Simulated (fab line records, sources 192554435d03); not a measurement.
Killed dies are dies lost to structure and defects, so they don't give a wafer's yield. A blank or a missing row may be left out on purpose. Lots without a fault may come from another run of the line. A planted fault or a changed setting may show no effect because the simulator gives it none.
Chamber matching | flow n5_finfet | N5_BEOL_M0_SAQP_ETCH_101 on rie_diel-05: 3 sister chambers
The step etches SiNx in CH3F/O2, target depth 29.9 nm, time 42.7 s. 3 wafers are shown with their chamber, then 7 later ones without.

WAFERS WITH THEIR CHAMBER
wafer  | chamber | showerhead_plenum_p_Torr (Torr)
L078.2 | 2       | 2.00
L079.5 | 0       | 1.95
L084.1 | 1       | 2.06

WAFERS WITHOUT THEIR CHAMBER
wafer  | showerhead_plenum_p_Torr (Torr)
L084.2 | 1.99
L084.5 | 1.95
L087.2 | 1.99
L087.4 | 1.94
L087.6 | 1.94
L090.2 | 1.94
L090.5 | 1.99

WHICH CHAMBER EACH WENT THROUGH
wafer  | from the rows above | in truth
L084.2 | 2                   | 2
L084.5 | 0                   | 0
L087.2 | 2                   | 2
L087.4 | 0                   | 0
L087.6 | 0                   | 0
L090.2 | 0                   | 0
L090.5 | 2                   | 2
Placed correctly: 7 of 7. Can't be placed from these rows: 0. Placed wrongly: 0.
How it was worked out, from the rows above alone: a wafer's distance from a chamber is the root of the sum, over the readings, of the square of ((its reading less the chamber's mean) divided by the reading's scatter). The wafer belongs to the nearest chamber; if the next one is less than 2 further off, it can't be placed. A chamber's mean is the mean of its shown wafers. The scatter: with one shown wafer a chamber, the root of the mean of the squares of how far each hidden wafer lies from its nearest shown one.
